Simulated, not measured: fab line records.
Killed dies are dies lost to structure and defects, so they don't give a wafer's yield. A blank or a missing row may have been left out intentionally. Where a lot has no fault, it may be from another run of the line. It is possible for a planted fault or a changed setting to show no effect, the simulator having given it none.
fab line records	flow n5_finfet
record: lots: 4	wafers: 11	last_day: 20
route steps=1938 shown BEOL_M3@1012 BEOL_M4@1021
lots with no fault: from the same line, run without faults
start_h: the number of hours between the record's first day and the start of the first shown wafer of the lot	wait_h: hours from the lot's prior step to this one	" as in the row above	L1.1+2: several wafers, shown together as one row	- either no value or no given start	* or withheld: withheld	< > ~ a bound
route shown NAME@n: a module of which the file shows steps, and the number in the route of the first	usual: mean/standard deviation of fault-free wafers	same: alike in all rows	chamber/n: place in a boat	sites: per-site readings	_std_site: their standard deviation	_edge_site: outer sites' mean less inner sites'	radius_mm: for every site, how far away it sits from the centre of the wafer	mask NAME#n: copy n	behind: the tool/chamber that last shaped the wafer	hold: why the lot went on hold/how many hours it stayed there/how the hold came to an end	device: which transistor (n, p or np) failed to switch	end of line: the tests these same wafers got at the end of their route	step lacking rows: just its recipe	killed: dies lost to structure and defects at the first sort, not the wafer's yield	map: the dies of a wafer, with x for killed, . for not killed, _ for no die there
set.NAME: the setting that was run; set.NAME@STEP: the one run at that earlier step	model.NAME: the simulator's own value behind a step, which no gauge read
lots at selected steps of the route; one table per step, one row per wafer
services: the hour from which a tool's chamber was out of use, counted from the record's first day as start_h (under 0 if before that day), plus the number of hours and why
== steps ==
step: N5_BEOL_M3_ANNEAL_51
recipe: temp_c: 225	time_s: 90	ambient: N2
step: N5_BEOL_M3_CMP_52
recipe: stop_on: SiOC	t_overpolish_s: 6.8	down_force_psi: 1	platen_rpm: 50	clearing_platen_down_force_psi: 1.5	clearing_platen_rpm: 50	post_cmp_clean: cu_alkaline	target_thk_nm: 40	clearing_platen_pad_velocity_m_s: 0.99484	pad_velocity_m_s: 0.99484
step: N5_BEOL_M3_PRE_CLEAN_60
recipe: gas: NH3/H2	time_s: 15	temp_c: *	rf_power_w: 300
step: N5_BEOL_M3_CO_CAP_55
recipe: material: Co	target_thk_a: 20	temp_c: 200	precursor: CCTBA/H2	pressure_torr: 30	time_s: 102.1
step: N5_BEOL_M3_PRE_CLEAN_56
recipe: gas: NH3	time_s: 15	temp_c: withheld	rf_power_w: 300
step: N5_BEOL_M3_DEP_57
recipe: material: SiCN	target_thk_a: 80	temp_c: withheld	precursor: 3MS/NH3	pressure_torr: 3	rf_w: 202	time_s: 14
step: N5_BEOL_M4_ILD_DEP_00
recipe: material: SiOC	target_thk_a: 790	temp_c: 350	precursor: DEMS/O2	pressure_torr: 5	rf_w: 500	time_s: 15.3
step: N5_BEOL_M4_PECVD_72
recipe: material: SiO2	target_thk_a: 160	temp_c: 400	precursor: TEOS/O2	pressure_torr: 5.5	rf_w: 450	teos_flow_sccm: 53.8	gas: O2	flow_sccm: 3000	time_s: 18
step: N5_BEOL_M4_HM_DEP_02
recipe: material: TiN	target_thk_a: 200	temp_c: 25	chamber_pressure_pa: 0.49996
usual: throttle_valve_pct: 29.9/1.2
lot.wafer	tool	chamber	start_h	wait_h	throttle_valve_pct	model.TiN_of_BEOL_M4_HM_DEP_02.thk_nm
L906.1	pvd_sputter-02	-	282.22	2.9	30.1	20.4
L906.5	"	-	"	"	30.1	20.4
L906.6	"	-	"	"	31.1	20.2
L907.2	pvd_sputter-02	-	283.28	0.7	30.0	19.8
L907.3	"	-	"	"	30.1	14.8
L907.5	"	-	"	"	31.2	19.8
L908.3	pvd_sputter-02	-	284.65	0.2	31.0	14.8
L908.6	"	-	"	"	30.0	15.2
L916.1	pvd_sputter-01	-	326.78	0.7	28.2	20.2
L916.4	"	-	"	"	29.6	20
L916.5	"	-	"	"	29.0	19.8
step: N5_BEOL_M4_COAT_61
recipe: resist: SOC	temp_c: 250	time_s: 60	spin_rpm: 1500	resist_thk_nm: 60
step: N5_BEOL_M4_COAT_62
recipe: resist: SiARC	temp_c: 220	time_s: 60	spin_rpm: 1500	resist_thk_nm: 12
step: N5_BEOL_M4_COAT_73
recipe: resist: underlayer	temp_c: 205	time_s: 60	spin_rpm: 1500	resist_thk_nm: 5
step: N5_BEOL_M4_COAT_05
recipe: resist: CAR-EUV	spin_rpm: 1500	resist_thk_nm: 30
step: N5_BEOL_M4_EBR_07
recipe: solvent: PGMEA	ebr_width_mm: 1.5
step: N5_BEOL_M4_SOFTBAKE_06
recipe: temp_c: 110	time_s: 60	resist: CAR-EUV
step: N5_BEOL_M4_EXPOSE_08
recipe: mask_id: M4	na: 0.33	source_shape: dipole	sigma_inner: 0.369	sigma_outer: 0.767	polarization: unpolarized	dose_mj: 41.25
step: N5_BEOL_M4_PEB_09
recipe: peb_temp_c: 100	peb_time_s: 60	resist: CAR-EUV
step: N5_BEOL_M4_DEVELOP_10
recipe: develop_time_s: 30	developer: TMAH	resist: CAR-EUV	rinse_liquid: surfactant_rinse	dry: air_spin	dev_temp_c: 23
step: N5_BEOL_M4_DESCUM_16
recipe: chemistry: O2	time_s: 7	source_power_w: 50	bias_power_w: 20	pressure_mtorr: 20	rf_frequency_hz: 2.712e+07	temp_c: 40	resist: CAR-EUV	o2_flow_sccm: 225
step: N5_BEOL_M4_ETCH_74
recipe: chemistry: N2/H2	target: underlayer	target_depth_a: 65	mask_material: CAR-EUV	time_s: 5.2	ion_energy_ev: 200	pressure_mtorr: 30	source_w: 840	bias_w: 150	n2_flow_sccm: 200	h2_flow_sccm: 200	ends: cleared
step: N5_BEOL_M4_ETCH_63
recipe: chemistry: CF4	target: SiARC	target_depth_a: 156	mask_material: CAR-EUV	time_s: 26	ion_energy_ev: 80	pressure_mtorr: 40	source_w: 545	bias_w: 36	Ar_flow_sccm: 100	cf4_flow_sccm: 100	ends: cleared
step: N5_BEOL_M4_ETCH_64
recipe: chemistry: N2/H2	target: SOC	target_depth_a: 750	overetch_a: 225	mask_material: SiARC	temp_c: 40	time_s: 121.9	ion_energy_ev: 200	pressure_mtorr: 30	source_w: 840	bias_w: 150	n2_flow_sccm: 200	h2_flow_sccm: 200
step: N5_BEOL_M4_STRIP_65
recipe: chemistry: N2/H2	temp_c: 40	n2_flow_sccm: 200	h2_flow_sccm: 200	rf_frequency_hz: 6e+07
step: N5_BEOL_M4_STRIP_75
recipe: chemistry: N2/H2	temp_c: 40	n2_flow_sccm: 200	h2_flow_sccm: 200	rf_frequency_hz: 6e+07
step: N5_BEOL_M4_STRIP_66
recipe: chemistry: CF4	resist: SiARC	power_w: 300	bias_power_w: 75	pressure_mtorr: 50	cf4_flow_sccm: 150	rf_frequency_hz: 6e+07
step: N5_BEOL_M4_HM_OPEN_17
recipe: chemistry: Cl2/BCl3	target_depth_a: 200	overetch_a: 60	target: TiN	mask_material: SOC	ion_energy_ev: 150	pressure_mtorr: 10	icp_w: 1000	bias_w: 126	Cl2_flow_sccm: 53.25	bcl3_flow_sccm: 21.75	Ar_flow_sccm: 25
usual: drypump_motor_current_A: 5.94/0.12	oes_product_au: 0.70/0.077	throttle_valve_pct: 21.98/0.24
lot.wafer	tool	chamber	start_h	wait_h	drypump_motor_current_A	oes_product_au	rf_hours_counter_h	throttle_valve_pct	model.etch.depth_nm
L906.1	rie_metal-01	0	283.11	0.0	6.02	0.55	113	21.88	20.36
L906.5	"	0	"	"	6.04	0.54	-	21.87	20.32
L906.6	"	1	"	"	5.90	0.71	-	21.78	20.22
L907.2	rie_metal-01	1	284.58	0.2	5.91	0.70	-	21.81	19.71
L907.3	"	1	"	"	5.91	0.61	-	21.97	14.73
L907.5	"	1	"	"	5.88	0.70	-	21.81	19.76
L908.3	rie_metal-03	1	285.60	0.1	5.98	0.64	-	22.02	14.82
L908.6	"	1	"	"	5.93	0.64	-	22.01	15.17
L916.1	rie_metal-01	1	327.68	0.0	5.93	0.70	28	21.81	20.16
L916.4	"	0	"	"	6.04	0.83	-	21.70	20.05
L916.5	"	0	"	"	6.06	0.84	-	21.71	19.81
step: N5_BEOL_M4_STRIP_19
recipe: chemistry: O2	power_w: 400	temp_c: 40	pressure_mtorr: 30	rf_frequency_hz: 6e+07	bias_power_w: 0	overash_fraction: 0.2	o2_flow_sccm: 225
step: N5_BEOL_M4_COAT_67
recipe: resist: SOC	temp_c: 250	time_s: 60	spin_rpm: 1500	resist_thk_nm: 60
step: N5_BEOL_M4_COAT_68
recipe: resist: SiARC	temp_c: 220	time_s: 60	spin_rpm: 1500	resist_thk_nm: 12
step: N5_BEOL_M4_COAT_76
recipe: resist: underlayer	temp_c: 205	time_s: 60	spin_rpm: 1500	resist_thk_nm: 5
step: N5_BEOL_M4_COAT_22
recipe: resist: CAR-EUV	spin_rpm: 1500	resist_thk_nm: 30
step: N5_BEOL_M4_EBR_24
recipe: solvent: PGMEA	ebr_width_mm: 1.5
step: N5_BEOL_M4_SOFTBAKE_23
recipe: temp_c: 110	time_s: 60	resist: CAR-EUV
step: N5_BEOL_M4_EXPOSE_25
recipe: mask_id: V3	na: 0.33	source_shape: quasar	sigma_inner: 0.2	sigma_outer: 0.8	polarization: unpolarized	defocus_nm: 5	dose_mj: 63
step: N5_BEOL_M4_TRENCH_ETCH_37
recipe: chemistry: C4F6/O2	target_depth_a: 555.55	target: SiOC	time_s: 29.2	ion_energy_ev: 250	pressure_mtorr: 30	source_w: 355	bias_w: 185	Ar_flow_sccm: 300	C4F6_flow_sccm: 10	O2_flow_sccm: 10
usual: drypump_motor_current_A: 5.8/0.48	oes_product_au: 0.80/0.08	rf_vpp_V: 667/7.3	showerhead_plenum_p_Torr: 2.86/0.067	throttle_valve_pct: 20.94/0.23
lot.wafer	tool	chamber	start_h	wait_h	drypump_motor_current_A	oes_product_au	rf_hours_counter_h	rf_vpp_V	showerhead_plenum_p_Torr	throttle_valve_pct	model.TiN_of_BEOL_M4_HM_DEP_02.thk_nm
L906.1	rie_diel-01	1	-	-	5.7	0.72	209	661	2.82	21.10	18
L906.5	"	3	"	"	5.2	0.73	-	655	2.84	21.21	18
L906.6	"	2	"	"	5.0	0.92	-	680	2.91	20.52	17.8
L907.2	rie_diel-05	2	-	-	6.1	0.70	235	665	2.92	21.20	17.4
L907.3	"	1	"	"	6.6	0.75	178	659	2.84	20.76	12.4
L907.5	"	0	"	"	5.7	0.77	-	670	2.98	21.05	17.4
L908.3	rie_diel-01	3	-	-	5.2	0.72	174	654	2.83	21.21	12.6
L908.6	"	2	"	"	5.0	0.90	-	679	2.91	20.53	12.8
L916.1	rie_diel-05	1	-	-	6.6	0.73	195	659	2.83	20.81	17.8
L916.4	"	1	"	"	6.6	0.73	-	658	2.83	20.79	17.8
L916.5	"	3	"	"	6.0	0.76	-	661	2.74	21.16	17.4
step: N5_BEOL_M4_RC_MEAS_101
usual: DIBL_N: 36.6/1.3	DIBL_P: 36.4/1.4	IOFF_N: 0.167/0.023	IOFF_P: 0.219/0.029	ION_N: 678/8.7	ION_P: 464/6.4	SS_N: 71.5/0.53	SS_P: 73.4/0.57	VT_N: 248.5/2.8	VT_P: -249/3.1
lot.wafer	tool	chamber	start_h	wait_h	DIBL_N[mV/V]	DIBL_P[mV/V]	IOFF_N[nA/um]	IOFF_P[nA/um]	ION_N[uA/um]	ION_P[uA/um]	SS_N[mV/dec]	SS_P[mV/dec]	VT_N[mV]	VT_P[mV]
L906.1	prober-02	0	290.03	0.0	36.1	35.5	0.155	0.207	679	468	71.2	72.8	248.7	-248
L906.5	"	0	"	"	35.5	34.5	0.146	0.200	679	470	71.1	72.5	252.4	-252
L906.6	"	0	"	"	34.8	33.7	0.133	0.187	669	464	70.7	72.7	250.2	-251
L907.2	prober-01	0	305.21	0.2	35.7	36.6	0.159	0.191	667	450	71.9	73.6	249.2	-252
L907.3	"	0	"	"	36.3	38.4	0.188	0.209	673	454	72.4	74.0	247.2	-252
L907.5	"	0	"	"	36.1	37.4	0.176	0.202	665	452	72.1	73.8	249.8	-252
L908.3	prober-01	0	308.82	0.3	37.4	37.2	0.193	0.231	675	461	71.2	73.1	246.4	-248
L908.6	"	0	"	"	35.7	35.4	0.152	0.201	677	460	71.9	73.5	249.6	-251
L916.1	prober-01	0	358.31	0.0	37.9	37.2	0.210	0.253	697	470	72.1	74.1	243.8	-247
L916.4	"	0	"	"	37.9	37.4	0.201	0.252	692	464	71.6	73.8	245.1	-249
L916.5	"	0	"	"	38.7	38.6	0.219	0.272	696	470	71.8	74.6	242.8	-247
== services ==
tool	chamber	start_h	hours	kind
pvd_sputter-02	-	265.13	12.8	repair
rie_metal-01	0	283.97	2.3	repair
rie_metal-01	0	308.48	-	clean
rie_metal-01	0	308.48	14.4	scheduled_down
rie_metal-01	0	308.48	14.4	vent_cycle
rie_diel-05	2	313.06	5.9	repair
rie_diel-05	2	352.26	-	clean
rie_diel-05	2	352.26	-	consumable_replace:focus_ring
rie_diel-05	2	352.26	21.1	scheduled_down
rie_diel-05	2	352.26	21.1	vent_cycle
== key ==
first_sign none at tools or gauges
model_effect: step: N5_BEOL_M4_HM_DEP_02	value: TiN_of_BEOL_M4_HM_DEP_02.thk_nm	without: 20.07	struck: 14.93
model_effect: step: N5_BEOL_M4_HM_OPEN_17	value: etch.depth_nm	without: 20.08	struck: 14.91
model_effect: step: N5_BEOL_M4_TRENCH_ETCH_37	value: TiN_of_BEOL_M4_HM_DEP_02.thk_nm	without: 17.73	struck: 12.6
met_at N5_BEOL_M4_HM_DEP_02
struck_wafers L907.3,L908.3,L908.6
onset_between 282.22 283.28
fault: kind: process_parameter_drift	tool: pvd_sputter-02	chamber: -	onset_h: 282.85	steps: N5_BEOL_M4_HM_DEP_02	channel: target_thk_a	offset: *	shape: step	end_h: 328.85	scope: struck_wafers_only	acts_in: *	stated: *
